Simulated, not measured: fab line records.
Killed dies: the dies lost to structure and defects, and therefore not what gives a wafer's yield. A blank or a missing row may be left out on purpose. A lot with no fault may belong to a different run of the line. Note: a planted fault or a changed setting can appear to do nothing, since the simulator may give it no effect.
fab line records | flow n5-finfet | part 1 of 2: steps 1 to 18 of 27
[record] lots = 5 wafers = 15 last-day = 17
route steps=1938 shown DUMMY_GATE@243 SPACER0@258 SD_EPI_N@262
lots that met no fault: taken from a fault-free run of the same line
start-h: hours from the record's opening day to when the first of the lot's shown wafers began | wait-h: hours from the lot's prior step to this one | " the same as in the row above | L1.1+2: several wafers, shown together as one row | - no value present, or no start provided | * or withheld: withheld | < > ~ a bound
route shown NAME@n: NAME is a module with steps in the file, n the number in the route of the first one | usual: the fault-free wafers' mean and standard deviation | same: alike in all rows | chamber/n: place in a boat | sites: each site's reading | _std_site: the standard deviation of these | _edge_site: outer sites' mean less inner sites' | radius-mm: for every site, how far away it sits from the centre of the wafer | mask NAME#n: copy n | behind: the last tool/chamber to shape the wafer | hold: reason for holding the lot/hours on hold/outcome of the hold | device: names the non-switching transistor (n, p or np) | end of line: tests run on the same wafers once the route is complete | a step given without rows: its recipe and nothing more | killed: dies that structure and defects cost at the first sort, which is not the same as the wafer's yield | map: the dies of a wafer, with x for killed, . for not killed, _ for no die there
set.NAME: the run value of the setting; set.NAME@STEP: its run value at that earlier step | model.NAME: the simulator's own value behind a step, which no gauge read
lots seen at some steps along the route; tables by step, rows by wafer
services: a tool's chamber out of use, with start hour (start-h, from the record's first day; less than 0 if before it), hours out, and reason
[[steps]]
[step N5_DUMMY_GATE_ETCH_31]
[recipe] chemistry = C4F6/O2 target = SiO2 mask-material = SOC target-depth-a = 825 time-s = 27.5 ion-energy-ev = 250 pressure-mtorr = 30 source-w = 345 bias-w = 185 Ar_flow_sccm = 300 C4F6_flow_sccm = 10 O2_flow_sccm = 10
[usual] C4F6_flow_sccm = 10.001/0.029 drypump-motor-current-A = 5.8/0.54 oes-product-au = 0.81/0.096 rf-vpp-V = 659/18 showerhead-plenum-p-Torr = 2.83/0.061 throttle-valve-pct = 21.10/0.29
// columns lot.wafer tool chamber start-h wait-h C4F6_flow_sccm drypump-motor-current-A oes-product-au rf-hours-counter-h rf-vpp-V showerhead-plenum-p-Torr throttle-valve-pct
L079.2 rie-diel-03 3 77.15 0.0 9.971 6.4 0.68 254 658 2.78 20.83
L079.3 " 0 " " 10.040 6.5 0.71 206 652 2.86 21.51
L079.6 " 0 " " 9.974 6.5 0.71 - 652 2.86 21.50
L084.1 rie-diel-05 0 109.78 0.0 10.040 6.4 0.80 80 628 2.76 21.22
L084.4 " 1 " " 10.015 5.4 0.86 - 662 2.91 20.89
L084.6 " 0 " " 10.037 6.4 0.80 - 628 2.76 21.23
L088.1 rie-diel-01 1 130.84 0.0 9.995 5.7 0.68 217 654 2.70 21.21
L088.2 " 3 " " 10.024 6.3 0.76 110 620 2.76 21.08
L088.3 " 0 " " 9.991 6.0 0.75 139 686 2.85 21.22
L089.2 rie-diel-01 0 137.35 0.1 10.016 6.0 0.76 141 687 2.85 21.22
L089.4 " 3 " " 9.969 6.3 0.75 113 620 2.76 21.07
L089.6 " 0 " " 10.009 6.0 0.75 - 686 2.85 21.22
L097.1 rie-diel-03 1 187.10 0.1 9.994 4.7 0.91 32 656 2.79 21.24
L097.2 " 3 " " 9.943 6.4 0.92 24 658 2.77 20.61
L097.6 " 2 " " 9.960 5.2 0.73 - 682 2.83 21.38
[step N5_DUMMY_GATE_STRIP_41]
[recipe] chemistry = O2 power-w = 400 temp-c = 40 pressure-mtorr = 30 rf-frequency-hz = 6e+07 bias-power-w = 0 overash-fraction = 0.3 o2-flow-sccm = 225
[usual] drypump-motor-current-A = 5.8/0.54 o2-flow-sccm = 225.0/0.65 oes-product-au = 0.81/0.097 rf-vpp-V = 3.7/0.49 showerhead-plenum-p-Torr = 2.07/0.046 throttle-valve-pct = 16.53/0.28
// columns lot.wafer tool chamber start-h wait-h drypump-motor-current-A o2-flow-sccm oes-product-au rf-hours-counter-h rf-vpp-V showerhead-plenum-p-Torr throttle-valve-pct
L079.2 rie-diel-03 3 77.19 0.0 6.4 224.6 0.67 254 4.4 2.04 16.38
L079.3 " 0 " " 6.5 225.0 0.71 206 3.2 2.06 16.71
L079.6 " 0 " " 6.5 224.1 0.71 - 4.2 2.06 16.71
L084.1 rie-diel-05 0 109.82 0.0 6.4 225.0 0.80 80 3.7 2.04 16.73
L084.4 " 1 " " 5.4 224.3 0.85 - 3.3 2.12 16.23
L084.6 " 0 " " 6.4 224.4 0.80 - 3.8 2.04 16.73
L088.1 rie-diel-01 1 130.89 0.0 5.7 225.8 0.67 217 3.2 1.98 16.73
L088.2 " 3 " " 6.3 224.5 0.76 110 3.5 2.00 16.43
L088.3 " 0 " " 6.0 225.0 0.75 139 4.3 2.12 16.84
L089.2 rie-diel-01 0 137.39 0.0 6.0 226.1 0.74 141 3.6 2.12 16.85
L089.4 " 3 " " 6.3 225.2 0.76 113 3.1 2.00 16.43
L089.6 " 0 " " 6.0 225.2 0.75 - 3.5 2.12 16.84
L097.1 rie-diel-03 1 187.15 0.0 4.7 225.5 0.92 32 4.5 2.04 16.65
L097.2 " 3 " " 6.4 225.2 0.89 24 4.0 2.03 16.02
L097.6 " 2 " " 5.2 224.7 0.71 - 2.7 2.09 16.88
[step N5_DUMMY_GATE_HM_OPEN_21]
[recipe] chemistry = CH3F/O2 target = SiNx target-depth-a = 1200 Ar_flow_sccm = 150 CH3F_flow_sccm = 30 O2_flow_sccm = 23 time-s = 171.4 pressure-mtorr = 30 source-w = 395 bias-w = 73 ion-energy-ev = 120.7
[usual] drypump-motor-current-A = 5.8/0.55 oes-product-au = 0.80/0.096 rf-vpp-V = 297/7.9 showerhead-plenum-p-Torr = 2.00/0.046 throttle-valve-pct = 16.38/0.27
// columns lot.wafer tool chamber start-h wait-h drypump-motor-current-A oes-product-au rf-hours-counter-h rf-vpp-V showerhead-plenum-p-Torr throttle-valve-pct
L079.2 rie-diel-03 3 77.23 0.0 6.4 0.68 254 295 1.97 16.23
L079.3 " 0 " " 6.6 0.71 206 293 2.02 16.71
L079.6 " 0 " " 6.6 0.71 - 292 2.02 16.72
L084.1 rie-diel-05 0 109.86 0.0 6.4 0.79 80 283 1.96 16.46
L084.4 " 1 " " 5.4 0.85 - 297 2.06 16.16
L084.6 " 0 " " 6.4 0.79 - 284 1.96 16.48
L088.1 rie-diel-01 1 130.93 0.0 5.7 0.68 217 295 1.91 16.53
L088.2 " 3 " " 6.3 0.75 110 279 1.95 16.36
L088.3 " 0 " " 6.0 0.75 139 310 2.02 16.53
L089.2 rie-diel-01 0 137.43 0.0 6.0 0.75 141 309 2.02 16.53
L089.4 " 3 " " 6.3 0.75 113 279 1.95 16.37
L089.6 " 0 " " 6.0 0.75 - 308 2.02 16.53
L097.1 rie-diel-03 1 187.19 0.0 4.7 0.90 32 295 1.98 16.49
L097.2 " 3 " " 6.4 0.91 24 296 1.96 15.87
L097.6 " 2 " " 5.2 0.73 - 307 2.01 16.65
[step N5_DUMMY_GATE_ETCH_32]
[recipe] chemistry = CF4 target = SiO2 target-depth-a = 35 time-s = 3.9 ion-energy-ev = 350 pressure-mtorr = 10 icp-w = 800 bias-w = 400 cf4-flow-sccm = 80
[usual] cf4-flow-sccm = 79.97/0.25 drypump-motor-current-A = 5.6/0.38 oes-product-au = 1.004/0.028 throttle-valve-pct = 21.71/0.17
// columns lot.wafer tool chamber start-h wait-h cf4-flow-sccm drypump-motor-current-A oes-product-au rf-hours-counter-h throttle-valve-pct
L079.2 rie-si-01 1 77.39 0.1 80.13 5.8 1.020 41 21.38
L079.3 " 2 " " 80.04 5.9 1.011 5 21.76
L079.6 " 1 " " 80.01 5.9 1.033 - 21.39
L084.1 rie-si-06 3 110.02 0.1 79.57 5.3 0.979 188 21.77
L084.4 " 2 " " 80.24 5.6 0.989 155 21.96
L084.6 " 1 " " 79.94 5.6 0.990 - 21.68
L088.1 rie-si-04 2 131.09 0.1 80.11 5.3 1.041 107 21.69
L088.2 " 0 " " 80.13 5.7 1.003 88 21.48
L088.3 " 1 " " 79.89 4.9 1.028 171 21.69
L089.2 rie-si-06 1 137.59 0.1 79.83 5.6 1.000 129 21.70
L089.4 " 2 " " 80.16 5.6 1.001 156 21.98
L089.6 " 0 " " 79.68 5.9 1.030 - 21.92
L097.1 rie-si-04 3 187.35 0.1 79.88 6.1 0.951 10 21.81
L097.2 " 0 " " 80.15 5.7 1.006 89 21.45
L097.6 " 0 " " 80.01 5.7 1.000 - 21.45
[step N5_DUMMY_GATE_ETCH_23]
[recipe] chemistry = HBr/Cl2/O2 HBr_flow_sccm = 150 Cl2_flow_sccm = 80 O2_flow_sccm = 12 bias-w = 102 target-depth-a = 410 time-s = 22.3 target = poly-Si mask-material = SiO2 pressure-mtorr = 10 icp-w = 800
[usual] drypump-motor-current-A = 5.6/0.38 oes-product-au = 1.006/0.022 throttle-valve-pct = 37.3/0.31
// columns lot.wafer tool chamber start-h wait-h drypump-motor-current-A oes-product-au rf-hours-counter-h throttle-valve-pct
L079.2 rie-si-01 1 77.43 0.0 5.9 1.036 41 36.8
L079.3 " 2 " " 5.9 1.014 5 37.3
L079.6 " 1 " " 5.8 1.032 - 36.8
L084.1 rie-si-06 3 110.06 0.0 5.4 0.976 188 37.1
L084.4 " 2 " " 5.6 1.003 155 37.6
L084.6 " 1 " " 5.6 1.010 - 37.6
L088.1 rie-si-04 2 131.12 0.0 5.3 1.014 107 37.2
L088.2 " 0 " " 5.7 1.009 88 37.0
L088.3 " 1 " " 5.0 1.022 171 37.7
L089.2 rie-si-06 1 137.62 0.0 5.6 0.988 129 37.6
L089.4 " 2 " " 5.6 1.007 156 37.6
L089.6 " 0 " " 5.9 1.021 - 37.4
L097.1 rie-si-04 3 187.38 0.0 6.1 0.976 10 37.1
L097.2 " 0 " " 5.7 1.010 89 37.0
L097.6 " 0 " " 5.7 1.007 - 37.0
[step N5_DUMMY_GATE_ETCH_44]
[recipe] chemistry = HBr/O2 over-etch-frac = 0.7 target-depth-a = 1275 stop-on = SiO2 ion-energy-ev = 60 bias-w = 20 target = poly-Si mask-material = SiO2 pressure-mtorr = 20 icp-w = 400 HBr_flow_sccm = 120 O2_flow_sccm = 10
[usual] drypump-motor-current-A = 5.6/0.38 oes-product-au = 0.731/0.012 throttle-valve-pct = 18.48/0.14
// columns lot.wafer tool chamber start-h wait-h drypump-motor-current-A oes-product-au rf-hours-counter-h throttle-valve-pct
L079.2 rie-si-01 1 77.48 0.0 5.8 0.736 41 18.26
L079.3 " 2 " " 5.9 0.727 5 18.46
L079.6 " 1 " " 5.8 0.735 - 18.24
L084.1 rie-si-06 3 110.11 0.0 5.3 0.698 188 18.31
L084.4 " 2 " " 5.6 0.733 155 18.58
L084.6 " 1 " " 5.6 0.721 - 18.58
L088.1 rie-si-04 2 131.18 0.0 5.3 0.746 107 18.56
L088.2 " 0 " " 5.7 0.732 88 18.52
L088.3 " 1 " " 4.9 0.730 171 18.38
L089.2 rie-si-06 1 137.68 0.0 5.6 0.747 129 18.60
L089.4 " 2 " " 5.6 0.727 156 18.58
L089.6 " 0 " " 5.9 0.723 - 18.74
L097.1 rie-si-04 3 187.44 0.0 6.1 0.723 10 18.41
L097.2 " 0 " " 5.7 0.727 89 18.52
L097.6 " 0 " " 5.7 0.727 - 18.52
[step N5_DUMMY_GATE_CD_MEAS_24]
[recipe] target-cd-nm = 15
[usual] cd-nm = 14.7/0.51
// columns lot.wafer tool chamber start-h wait-h cd-nm
L079.2 cd-sem-01 - 77.60 0.1 15.1
L079.3 " - " " 14.2
L079.6 " - " " 14.4
L084.1 cd-sem-02 - 110.22 0.1 14.3
L084.4 " - " " 15.7
L084.6 " - " " 14.9
L088.1 cd-sem-01 - 131.29 0.1 14.9
L088.2 " - " " 13.9
L088.3 " - " " 14.8
L089.2 cd-sem-03 - 137.79 0.1 15.2
L089.4 " - " " 14.4
L089.6 " - " " 14.1
L097.1 cd-sem-03 - 187.55 0.1 14.9
L097.2 " - " " 14.5
L097.6 " - " " 14.0
[step N5_DUMMY_GATE_ETCH_42]
[recipe] chemistry = CHF3/O2 target = SiO2 target-depth-a = 35 time-s = 31 ion-energy-ev = 30 bias-w = 12 pressure-mtorr = 30 source-w = 600 Ar_flow_sccm = 200 CHF3_flow_sccm = 50 O2_flow_sccm = 5
[usual] drypump-motor-current-A = 5.8/0.55 oes-product-au = 0.81/0.096 rf-vpp-V = 42.3/1.3 showerhead-plenum-p-Torr = 2.39/0.054 throttle-valve-pct = 18.71/0.25
// columns lot.wafer tool chamber start-h wait-h drypump-motor-current-A oes-product-au rf-hours-counter-h rf-vpp-V showerhead-plenum-p-Torr throttle-valve-pct
L079.2 rie-diel-05 0 77.66 0.1 6.4 0.82 69 39.7 2.34 18.80
L079.3 " 3 " " 5.5 0.67 243 42.6 2.47 18.92
L079.6 " 2 " " 5.8 0.93 - 42.1 2.44 18.22
L084.1 rie-diel-05 0 110.27 0.0 6.4 0.81 80 41.9 2.34 18.81
L084.4 " 1 " " 5.4 0.85 - 41.9 2.46 18.51
L084.6 " 2 " " 5.7 0.91 - 43.0 2.44 18.23
L088.1 rie-diel-03 2 131.34 0.0 5.2 0.74 183 43.0 2.40 18.93
L088.2 " 1 " " 4.7 0.93 14 41.6 2.36 18.80
L088.3 " 0 " " 6.5 0.70 224 43.5 2.41 19.08
L089.2 rie-diel-05 1 137.84 0.0 5.5 0.82 40 41.6 2.46 18.53
L089.4 " 3 " " 5.6 1.00 7 43.0 2.46 18.66
L089.6 " 2 " " 5.7 0.89 - 42.6 2.43 18.24
L097.1 rie-diel-05 2 187.60 0.0 5.7 0.88 47 41.1 2.43 18.27
L097.2 " 0 " " 6.4 0.78 103 42.1 2.33 18.85
L097.6 " 0 " " 6.4 0.79 - 41.2 2.33 18.84
[step N5_DUMMY_GATE_STRIP_48]
[recipe] chemistry = N2/H2 time-s = 20 power-w = 100 temp-c = 40 pressure-mtorr = 100 rf-frequency-hz = 6e+07 bias-power-w = 3 n2-flow-sccm = 300 h2-flow-sccm = 300
[usual] drypump-motor-current-A = 5.8/0.55 oes-product-au = 0.81/0.097 rf-vpp-V = 45.3/0.82 showerhead-plenum-p-Torr = 3.35/0.075 throttle-valve-pct = 12.14/0.27
// columns lot.wafer tool chamber start-h wait-h drypump-motor-current-A oes-product-au rf-hours-counter-h rf-vpp-V showerhead-plenum-p-Torr throttle-valve-pct
L079.2 rie-diel-05 0 77.71 0.0 6.4 0.82 69 44.4 3.31 12.29
L079.3 " 3 " " 5.5 0.67 243 45.7 3.50 12.65
L079.6 " 2 " " 5.7 0.93 - 46.2 3.44 11.70
L084.1 rie-diel-05 0 110.32 0.0 6.4 0.81 80 43.9 3.30 12.32
L084.4 " 1 " " 5.5 0.87 - 46.3 3.42 11.75
L084.6 " 2 " " 5.7 0.91 - 45.8 3.44 11.73
L088.1 rie-diel-03 2 131.39 0.0 5.2 0.73 183 45.2 3.35 12.44
L088.2 " 1 " " 4.7 0.94 14 45.3 3.33 12.22
L088.3 " 0 " " 6.6 0.70 224 45.6 3.32 12.30
L089.2 rie-diel-05 1 137.89 0.0 5.5 0.84 40 44.9 3.41 11.77
L089.4 " 3 " " 5.5 0.98 7 45.8 3.49 12.06
L089.6 " 2 " " 5.7 0.89 - 46.6 3.44 11.77
L097.1 rie-diel-05 2 187.65 0.0 5.7 0.87 47 45.9 3.43 11.79
L097.2 " 0 " " 6.4 0.77 103 44.5 3.29 12.37
L097.6 " 0 " " 6.4 0.78 - 44.9 3.29 12.40
[step N5_DUMMY_GATE_PRECLEAN_33]
[recipe] chemistry = dHF time-s = 10 dilution = 750:1 temp-c = 25
// columns lot.wafer tool chamber start-h wait-h
L079.2+3+6 wet-bench-03 2,1,0 77.79 0.1
L084.1+4+6 wet-bench-03 0,1,5 110.40 0.1
L088.1+2+3 wet-bench-01 5,1,0 131.47 0.1
L089.2+4+6 wet-bench-05 2,1,6 137.97 0.1
L097.1+2+6 wet-bench-03 3,0,2 187.73 0.1
[step N5_DUMMY_GATE_PRECLEAN_25]
[recipe] chemistry = O3/DIW time-s = 45 temp-c = 22 o3-ppm = 10
// columns lot.wafer tool chamber start-h wait-h
L079.2+3+6 wet-bench-03 2,1,0 77.80 0.0
L084.1+4+6 wet-bench-03 0,1,5 110.41 0.0
L088.1+2+3 wet-bench-01 5,1,0 131.47 0.0
L089.2+4+6 wet-bench-05 2,1,6 137.98 0.0
L097.1+2+6 wet-bench-03 3,0,2 187.73 0.0
[step N5_DUMMY_GATE_PRECLEAN_51]
[recipe] chemistry = SC2 time-s = 45 temp-c = 35 mix = 1:1:50
// columns lot.wafer tool chamber start-h wait-h
L079.2+3+6 wet-bench-03 2,1,0 77.81 0.0
L084.1+4+6 wet-bench-03 0,1,5 110.42 0.0
L088.1+2+3 wet-bench-01 5,1,0 131.49 0.0
L089.2+4+6 wet-bench-05 2,1,6 137.99 0.0
L097.1+2+6 wet-bench-03 3,0,2 187.75 0.0
[step N5_DUMMY_GATE_SRD_26]
[recipe] dry = ipa-marangoni time-s = 30 temp-c = 23 rinse-liquid = diw
// columns lot.wafer tool chamber start-h wait-h
L079.2+3+6 wet-bench-03 2,1,0 77.82 0.0
L084.1+4+6 wet-bench-03 0,1,5 110.43 0.0
L088.1+2+3 wet-bench-01 5,1,0 131.50 0.0
L089.2+4+6 wet-bench-05 2,1,6 138.00 0.0
L097.1+2+6 wet-bench-03 3,0,2 187.76 0.0
[step N5_DUMMY_GATE_UV_OZONE_45]
[recipe] time-s = 120 pressure-torr = 760 temp-c = 25
// columns lot.wafer tool chamber start-h wait-h
L079.2+3+6 wet-bench-03 2,1,0 77.84 0.0
L084.1+4+6 wet-bench-03 0,1,5 110.45 0.0
L088.1+2+3 wet-bench-01 5,1,0 131.52 0.0
L089.2+4+6 wet-bench-05 2,1,6 138.02 0.0
L097.1+2+6 wet-bench-03 3,0,2 187.78 0.0
[step N5_DUMMY_GATE_INSPECT_27]
[recipe] inspect-instrument = brightfield mode = aei
[usual] raw-defect-count = 337/81
// columns lot.wafer tool chamber start-h wait-h raw-defect-count
L079.2 defect-inspect-01 - 77.90 0.0 494
L079.3 " - " " 250
L079.6 " - " " 387
L084.1 defect-inspect-02 - 110.51 0.0 219
L084.4 " - " " 262
L084.6 " - " " 315
L088.1 defect-inspect-01 - 131.57 0.0 249
L088.2 " - " " 349
L088.3 " - " " 238
L089.2 defect-inspect-02 - 138.07 0.0 223
L089.4 " - " " 243
L089.6 " - " " 347
L097.1 defect-inspect-02 - 187.84 0.0 289
L097.2 " - " " 619
L097.6 " - " " 476
[step N5_SPACER0_ALD_07]
[recipe] material = SiNx target-thk-a = 20 temp-c = 400 ald-precursor-family = SiH2I2 ald-co-reactant = N2/H2-plasma pressure-torr = 2
[usual] heater-power-outer-w = 542/67 heater-power-w = 900/87 susceptor-temp-C = 399.97/0.22
// columns lot.wafer tool chamber start-h wait-h heater-power-outer-w heater-power-w susceptor-temp-C
L079.2 ald-sin-01 3 77.93 0.0 502 862 400.10
L079.3 " 0 " " 513 884 399.96
L079.6 " 0 " " 517 883 399.70
L084.1 ald-sin-03 0 111.87 1.4 421 781 399.98
L084.4 " 3 " " 542 924 400.01
L084.6 " 1 " " 477 804 400.14
L088.1 ald-sin-03 2 131.61 0.0 640 987 399.63
L088.2 " 0 " " 426 793 399.86
L088.3 " 3 " " 555 922 399.83
L089.2 ald-sin-04 1 138.25 0.2 566 870 400.12
L089.4 " 2 " " 547 854 400.05
L089.6 " 3 " " 512 762 399.98
L097.1 ald-sin-03 3 187.88 0.0 569 897 400.20
L097.2 " 2 " " 636 998 399.93
L097.6 " 2 " " 627 986 400.10
[step N5_SPACER0_ALD_00]
[recipe] material = SiOCN target-thk-a = 35 temp-c = 400 ald-precursor-family = alkyl-aminosilane ald-co-reactant = O2/N2-plasma pulse-time-s = 3 purge-time-s = 2 co-reactant-purge-time-s = 2 ald-cycles = 58 pressure-torr = 2
[usual] heater-power-outer-w = 542/66 heater-power-w = 900/86 precursor-pulse-height-rel = 0.999/0.023 susceptor-temp-C = 400.02/0.23
[same] pulse-time-s = 3
// columns lot.wafer tool chamber start-h wait-h heater-power-outer-w heater-power-w precursor-pulse-height-rel susceptor-temp-C
L079.2 ald-sin-01 3 78.08 0.1 509 842 1.020 399.87
L079.3 " 0 " " 507 910 0.978 400.44
L079.6 " 0 " " 518 900 1.018 400.18
L084.1 ald-sin-03 0 112.02 0.1 437 789 1.024 400.12
L084.4 " 3 " " 553 927 1.013 400.15
L084.6 " 1 " " 489 814 0.978 400.32
L088.1 ald-sin-03 2 131.76 0.1 633 956 1.022 399.68
L088.2 " 0 " " 422 774 0.989 400.23
L088.3 " 3 " " 563 938 0.972 400.13
L089.2 ald-sin-04 1 138.40 0.1 554 847 1.010 399.81
L089.4 " 2 " " 535 850 1.026 400.05
L089.6 " 3 " " 509 741 1.012 400.18
L097.1 ald-sin-03 3 188.03 0.1 556 946 0.969 400.39
L097.2 " 2 " " 630 979 0.964 400.17
L097.6 " 2 " " 661 1000 0.978 399.99
[step N5_SPACER0_ALD_08]
[recipe] material = SiNx target-thk-a = 20 temp-c = 400 ald-precursor-family = SiH2I2 ald-co-reactant = N2/H2-plasma pressure-torr = 2
[usual] heater-power-outer-w = 542/68 heater-power-w = 899/87 susceptor-temp-C = 399.98/0.22
// columns lot.wafer tool chamber start-h wait-h heater-power-outer-w heater-power-w susceptor-temp-C
L079.2 ald-sin-01 3 78.34 0.1 486 832 399.92
L079.3 " 0 " " 517 885 399.61
L079.6 " 0 " " 502 911 400.01
L084.1 ald-sin-03 0 112.28 0.1 434 778 399.95
L084.4 " 3 " " 560 914 400.10
L084.6 " 1 " " 476 779 400.20
L088.1 ald-sin-03 2 132.02 0.1 636 960 400.18
L088.2 " 0 " " 427 767 399.88
L088.3 " 3 " " 566 916 400.05
L089.2 ald-sin-04 1 138.66 0.1 561 856 400.30
L089.4 " 2 " " 569 857 400.01
L089.6 " 3 " " 500 766 400.11
L097.1 ald-sin-03 3 188.29 0.1 561 926 399.47
L097.2 " 2 " " 639 973 399.97
L097.6 " 2 " " 635 964 399.89
